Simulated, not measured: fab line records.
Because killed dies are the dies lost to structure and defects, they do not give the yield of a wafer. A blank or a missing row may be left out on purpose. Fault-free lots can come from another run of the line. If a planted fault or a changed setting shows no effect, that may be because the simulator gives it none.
fab line records	flow n5_finfet	part 2 of 2: steps 4 to 6 of 6
[record] lots = 24	wafers = 72	last_day = 18
route steps=1938 shown FIN_CUT@164 STI_FIN_REVEAL@204 DUMMY_GATE@249 SD_EPI_N@287
lots untouched by any fault: they come from a run of this same line in which no faults occurred
start_h: hours from the record's opening day to when the first of the lot's shown wafers began	wait_h: hours since the lot's step before	" identical to the entry in the row above	L1.1+2: several wafers, shown together as one row	- value missing, or start not given	* or withheld: withheld	< > ~ a bound
route shown NAME@n: a module of which the file shows steps, and the number in the route of the first	usual: average and standard deviation across the fault-free wafers	same: alike in all rows	chamber/n: place in a boat	sites: per-site readings	_std_site: standard deviation across them	_edge_site: the outer-site mean with the inner-site mean subtracted	radius_mm: for every site, how far away it sits from the centre of the wafer	mask NAME#n: copy n	behind: tool/chamber where the wafer was last shaped	hold: cause of the lot's hold/its duration in hours/its outcome	device: which transistor (n, p or np) failed to switch	end of line: the same wafers' tests at the end of the route	for a step that has no rows: nothing shown but its recipe	killed: count of dies lost to structure and defects at first sort (not the wafer's yield)	map: the dies of a wafer, with x for killed, . for not killed, _ for no die there
set.NAME: the setting as run; set.NAME@STEP: as run at that earlier step	model.NAME: the simulator's own value behind a step, which no gauge read
one table for each step of the route and one row for each wafer, over a sample of lots
services: when a tool's chamber went out of use (start_h, in hours from the record's first day, below 0 if earlier), for how many hours, and the reason
[[steps]]
[step N5_STI_FIN_REVEAL_OXIDATION_33]
[recipe] chemistry = O2_PLASMA_REMOTE	temp_c = 150	time_s = 20	pressure_mtorr = 1000	source_power_w = 2000	o2_flow_sccm = 3000
[usual] drypump_motor_current_A = 5.8/0.56	heater_power_w = 156/20	temp_c = 149.99/0.17
lot.wafer	tool	chamber	start_h	wait_h	drypump_motor_current_A	heater_power_w	rf_hours_counter_h	temp_c
L074.2	plasma_asher-01	1	36.68	0.0	4.9	130	85	150.06
L074.3	"	0	"	"	6.2	146	-	150.10
L074.6	"	1	"	"	4.9	134	-	150.08
L075.1	plasma_asher-02	0	42.16	0.0	5.7	169	29	150.19
L075.3	"	0	"	"	5.7	167	-	149.98
L075.5	"	1	"	"	6.4	182	-	150.00
L076.2	plasma_asher-01	1	49.80	0.2	4.9	131	88	149.98
L076.5	"	1	"	"	4.9	133	-	150.01
L076.6	"	0	"	"	6.2	147	-	149.68
L077.2	plasma_asher-01	0	55.01	0.2	6.2	145	91	149.86
L077.3	"	1	"	"	4.9	132	-	149.59
L077.6	"	1	"	"	4.9	133	-	149.94
L078.2	plasma_asher-01	0	60.49	0.0	6.2	145	94	150.15
L078.3	"	1	"	"	5.0	133	-	149.86
L078.6	"	0	"	"	6.2	150	-	149.80
L079.1	plasma_asher-01	0	65.78	0.0	6.2	145	95	150.02
L079.2	"	1	"	"	4.9	133	95	149.89
L079.5	"	1	"	"	4.9	130	-	150.05
L080.1	plasma_asher-02	1	73.16	0.0	6.4	184	32	149.65
L080.4	"	1	"	"	6.4	186	-	149.79
L080.5	"	1	"	"	6.4	181	-	149.76
L081.3	plasma_asher-01	1	77.65	0.0	5.0	136	-	149.85
L081.4	"	0	"	"	6.2	145	-	150.01
L081.6	"	1	"	"	5.0	133	-	150.06
L082.1	plasma_asher-02	1	83.80	0.0	6.4	179	34	149.85
L082.2	"	0	"	"	5.7	173	34	149.94
L082.4	"	1	"	"	6.3	179	-	150.26
L083.1	plasma_asher-01	0	90.02	0.0	6.2	149	100	150.08
L083.3	"	0	"	"	6.2	143	-	149.98
L083.5	"	0	"	"	6.2	149	-	149.97
L084.3	plasma_asher-01	1	95.37	0.0	5.0	133	-	149.98
L084.4	"	0	"	"	6.2	145	-	149.99
L084.6	"	1	"	"	5.0	133	-	150.14
L085.3	plasma_asher-02	1	102.12	0.0	6.4	190	-	149.68
L085.5	"	0	"	"	5.7	165	-	150.13
L085.6	"	1	"	"	6.4	181	-	149.79
L086.1	plasma_asher-01	1	109.03	0.0	4.9	131	104	150.10
L086.3	"	0	"	"	6.2	143	-	149.71
L086.4	"	1	"	"	4.9	133	-	150.14
L087.3	plasma_asher-02	1	114.98	0.1	6.4	184	-	149.85
L087.4	"	0	"	"	5.7	174	-	150.15
L087.5	"	1	"	"	6.4	180	-	150.06
L088.1	plasma_asher-01	1	119.84	0.0	5.0	129	105	150.32
L088.3	"	0	"	"	6.2	145	-	150.19
L088.4	"	1	"	"	4.9	135	-	150.18
L089.2	plasma_asher-02	0	129.11	0.0	5.8	169	42	149.90
L089.4	"	1	"	"	6.4	186	-	150.05
L089.5	"	1	"	"	6.4	185	-	149.99
L090.1	plasma_asher-02	0	134.56	0.0	5.7	171	44	149.71
L090.3	"	1	"	"	6.3	188	-	150.17
L090.5	"	1	"	"	6.3	187	-	150.05
L091.3	plasma_asher-02	1	139.65	0.1	6.4	186	-	150.11
L091.5	"	1	"	"	6.4	185	-	150.19
L091.6	"	0	"	"	5.7	172	-	149.76
L093.2	plasma_asher-01	0	153.07	0.0	6.2	148	112	149.91
L093.4	"	1	"	"	4.9	132	-	149.86
L093.6	"	1	"	"	5.0	130	-	149.95
L092.1	plasma_asher-01	1	155.69	0.1	5.0	136	113	150.25
L092.2	"	0	"	"	6.2	143	113	149.93
L092.3	"	0	"	"	6.2	143	-	150.03
L094.3	plasma_asher-02	1	157.56	0.1	6.3	182	-	150.37
L094.5	"	0	"	"	5.7	171	-	150.18
L094.6	"	1	"	"	6.3	180	-	150.35
L095.1	plasma_asher-01	1	161.89	0.0	4.9	134	114	149.88
L095.3	"	1	"	"	4.9	131	-	149.90
L095.6	"	0	"	"	6.2	141	-	149.76
L096.1	plasma_asher-02	0	168.73	0.0	5.7	166	50	149.89
L096.4	"	0	"	"	5.7	166	-	149.81
L096.5	"	0	"	"	5.7	168	-	150.11
L097.1	plasma_asher-02	0	174.50	0.3	5.7	160	52	150.13
L097.3	"	0	"	"	5.7	168	-	150.08
L097.6	"	0	"	"	5.7	170	-	150.23
[step N5_DUMMY_GATE_CD_MEAS_24]
[recipe] target_cd_nm = 15
[usual] cd_nm = 15.0/0.35
lot.wafer	tool	chamber	start_h	wait_h	cd_nm
L074.2	cd_sem-02	-	46.45	0.1	15.4
L074.3	"	-	"	"	14.6
L074.6	"	-	"	"	14.9
L075.1	cd_sem-03	-	52.03	0.1	15.1
L075.3	"	-	"	"	15.1
L075.5	"	-	"	"	14.6
L076.2	cd_sem-03	-	60.88	0.1	14.6
L076.5	"	-	"	"	14.7
L076.6	"	-	"	"	14.6
L077.2	cd_sem-02	-	65.11	0.1	14.8
L077.3	"	-	"	"	15.0
L077.6	"	-	"	"	14.5
L078.2	cd_sem-03	-	70.38	0.1	15.0
L078.3	"	-	"	"	14.4
L078.6	"	-	"	"	15.0
L079.1	cd_sem-01	-	77.50	0.1	14.9
L079.2	"	-	"	"	15.0
L079.5	"	-	"	"	15.3
L080.1	cd_sem-02	-	85.23	0.1	14.5
L080.4	"	-	"	"	14.7
L080.5	"	-	"	"	14.1
L081.3	cd_sem-02	-	91.34	0.1	15.2
L081.4	"	-	"	"	14.6
L081.6	"	-	"	"	14.9
L082.1	cd_sem-01	-	94.19	0.1	14.6
L082.2	"	-	"	"	14.7
L082.4	"	-	"	"	14.9
L083.1	cd_sem-03	-	101.69	0.1	14.5
L083.3	"	-	"	"	14.6
L083.5	"	-	"	"	14.7
L084.3	cd_sem-01	-	105.58	0.1	14.5
L084.4	"	-	"	"	14.8
L084.6	"	-	"	"	15.8
L085.3	cd_sem-03	-	112.11	0.1	15.1
L085.5	"	-	"	"	14.9
L085.6	"	-	"	"	14.6
L086.1	cd_sem-02	-	118.91	0.1	15.7
L086.3	"	-	"	"	15.0
L086.4	"	-	"	"	14.7
L087.3	cd_sem-02	-	124.79	0.1	14.7
L087.4	"	-	"	"	15.1
L087.5	"	-	"	"	14.9
L088.1	cd_sem-03	-	130.76	0.1	15.0
L088.3	"	-	"	"	14.4
L088.4	"	-	"	"	14.6
L089.2	cd_sem-02	-	139.10	0.1	15.0
L089.4	"	-	"	"	15.0
L089.5	"	-	"	"	14.8
L090.1	cd_sem-03	-	144.73	0.1	14.8
L090.3	"	-	"	"	15.7
L090.5	"	-	"	"	15.1
L091.3	cd_sem-03	-	150.79	0.1	15.1
L091.5	"	-	"	"	14.9
L091.6	"	-	"	"	14.9
L093.2	cd_sem-02	-	163.05	0.1	15.0
L093.4	"	-	"	"	15.2
L093.6	"	-	"	"	15.0
L092.1	cd_sem-01	-	167.10	0.1	15.2
L092.2	"	-	"	"	15.2
L092.3	"	-	"	"	15.2
L094.3	cd_sem-01	-	170.65	0.1	14.7
L094.5	"	-	"	"	14.7
L094.6	"	-	"	"	14.5
L095.1	cd_sem-02	-	172.85	0.1	15.4
L095.3	"	-	"	"	14.6
L095.6	"	-	"	"	15.5
L096.1	cd_sem-01	-	178.81	0.1	15.2
L096.4	"	-	"	"	15.5
L096.5	"	-	"	"	15.2
L097.1	cd_sem-01	-	184.28	0.1	15.0
L097.3	"	-	"	"	15.2
L097.6	"	-	"	"	14.7
[step N5_SD_EPI_N_VAPOR_ETCH_50]
[recipe] chemistry = HCl	target = Si	temp_c = 775	time_s = 54	pressure_torr = 20	mode = isotropic
[usual] susceptor_temp_C = 775.0/0.34	throttle_valve_pct = 11.0/0.65
lot.wafer	tool	chamber	start_h	wait_h	susceptor_temp_C	throttle_valve_pct
L074.2	epi_rpcvd-01	0	50.79	0.5	775.6	10.4
L074.3	"	0	"	"	775.3	10.3
L074.6	"	0	"	"	775.3	10.4
L075.1	epi_rpcvd-04	0	54.91	0.3	774.5	11.0
L075.3	"	0	"	"	774.9	11.5
L075.5	"	0	"	"	774.5	11.4
L076.2	epi_rpcvd-01	0	64.13	0.4	774.8	10.4
L076.5	"	0	"	"	774.7	10.2
L076.6	"	0	"	"	774.9	10.5
L077.2	epi_rpcvd-04	0	67.88	0.3	774.9	11.2
L077.3	"	0	"	"	774.5	11.3
L077.6	"	0	"	"	775.0	11.5
L078.2	epi_rpcvd-01	0	73.50	0.4	775.4	10.2
L078.3	"	0	"	"	774.9	10.0
L078.6	"	0	"	"	775.1	10.3
L079.1	epi_rpcvd-01	0	80.50	0.4	775.1	10.6
L079.2	"	0	"	"	775.2	10.7
L079.5	"	0	"	"	774.5	10.5
L080.1	epi_rpcvd-01	0	89.44	0.4	775.2	10.4
L080.4	"	0	"	"	775.0	10.2
L080.5	"	0	"	"	775.2	10.2
L081.3	epi_rpcvd-04	0	94.36	0.2	775.2	11.4
L081.4	"	0	"	"	775.5	11.4
L081.6	"	0	"	"	775.0	11.2
L082.1	epi_rpcvd-01	0	97.86	0.5	774.8	10.3
L082.2	"	0	"	"	774.9	10.5
L082.4	"	0	"	"	775.2	10.5
L083.1	epi_rpcvd-01	0	104.74	0.4	775.0	10.1
L083.3	"	0	"	"	774.7	10.2
L083.5	"	0	"	"	775.7	10.3
L084.3	epi_rpcvd-02	0	108.60	0.2	775.0	11.8
L084.4	"	0	"	"	774.3	11.8
L084.6	"	0	"	"	774.4	11.9
L085.3	epi_rpcvd-02	0	115.28	0.2	775.3	11.6
L085.5	"	0	"	"	775.2	11.6
L085.6	"	0	"	"	775.1	12.0
L086.1	epi_rpcvd-02	0	123.02	0.3	775.0	11.6
L086.3	"	0	"	"	775.9	11.6
L086.4	"	0	"	"	775.0	11.7
L087.3	epi_rpcvd-04	0	127.87	0.2	775.0	11.4
L087.4	"	0	"	"	775.1	11.6
L087.5	"	0	"	"	774.7	11.5
L088.1	epi_rpcvd-01	0	133.74	0.3	774.8	10.0
L088.3	"	0	"	"	775.2	10.4
L088.4	"	0	"	"	774.3	10.4
L089.2	epi_rpcvd-04	0	141.93	0.3	775.2	11.2
L089.4	"	0	"	"	775.7	11.3
L089.5	"	0	"	"	775.5	11.4
L090.1	epi_rpcvd-04	0	147.89	0.3	774.7	11.1
L090.3	"	0	"	"	774.8	11.4
L090.5	"	0	"	"	774.9	11.2
L091.3	epi_rpcvd-04	0	154.24	0.2	775.2	11.3
L091.5	"	0	"	"	775.3	11.6
L091.6	"	0	"	"	775.4	11.6
L093.2	epi_rpcvd-04	0	165.98	0.3	774.8	11.5
L093.4	"	0	"	"	774.7	11.3
L093.6	"	0	"	"	774.8	11.3
L092.1	epi_rpcvd-01	0	170.21	0.3	775.3	10.2
L092.2	"	0	"	"	775.0	10.2
L092.3	"	0	"	"	775.0	10.3
L094.3	epi_rpcvd-02	0	173.72	0.3	774.7	11.8
L094.5	"	0	"	"	774.8	11.9
L094.6	"	0	"	"	774.7	11.8
L095.1	epi_rpcvd-02	0	176.60	0.4	774.8	11.8
L095.3	"	0	"	"	774.6	11.9
L095.6	"	0	"	"	774.6	11.8
L096.1	epi_rpcvd-01	0	181.82	0.3	775.2	10.4
L096.4	"	0	"	"	775.2	10.1
L096.5	"	0	"	"	775.2	10.3
L097.1	epi_rpcvd-01	0	189.96	0.3	774.9	10.4
L097.3	"	0	"	"	774.9	10.3
L097.6	"	0	"	"	775.3	10.3
[[services]]
tool	chamber	start_h	hours	kind
rie_diel-06	-	11.03	4.3	pm
rie_diel-03	2	20.37	3.0	repair
epi_rpcvd-02	-	30.05	2.1	repair
plasma_asher-02	-	48.95	15.6	pm
rie_diel-06	2	64.41	-	clean
rie_diel-06	2	64.41	-	consumable_replace:focus_ring
rie_diel-06	2	64.41	15.0	scheduled_down
rie_diel-06	2	64.41	15.0	vent_cycle
rie_diel-03	1	77.68	-	clean
rie_diel-03	1	77.68	-	consumable_replace:focus_ring
epi_rpcvd-02	-	81.77	0.8	pm
rie_diel-06	3	84.92	1.6	repair
epi_rpcvd-01	-	113.80	18.9	pm
rie_diel-03	-	116.21	0.6	repair
rie_diel-03	-	123.78	2.8	pm
rie_diel-06	0	160.21	2.8	repair
plasma_asher-01	-	170.20	11.7	repair
rie_diel-03	0	178.59	-	clean
rie_diel-03	0	178.59	-	consumable_replace:focus_ring
rie_diel-03	0	178.59	26.3	scheduled_down
rie_diel-03	0	178.59	26.3	vent_cycle
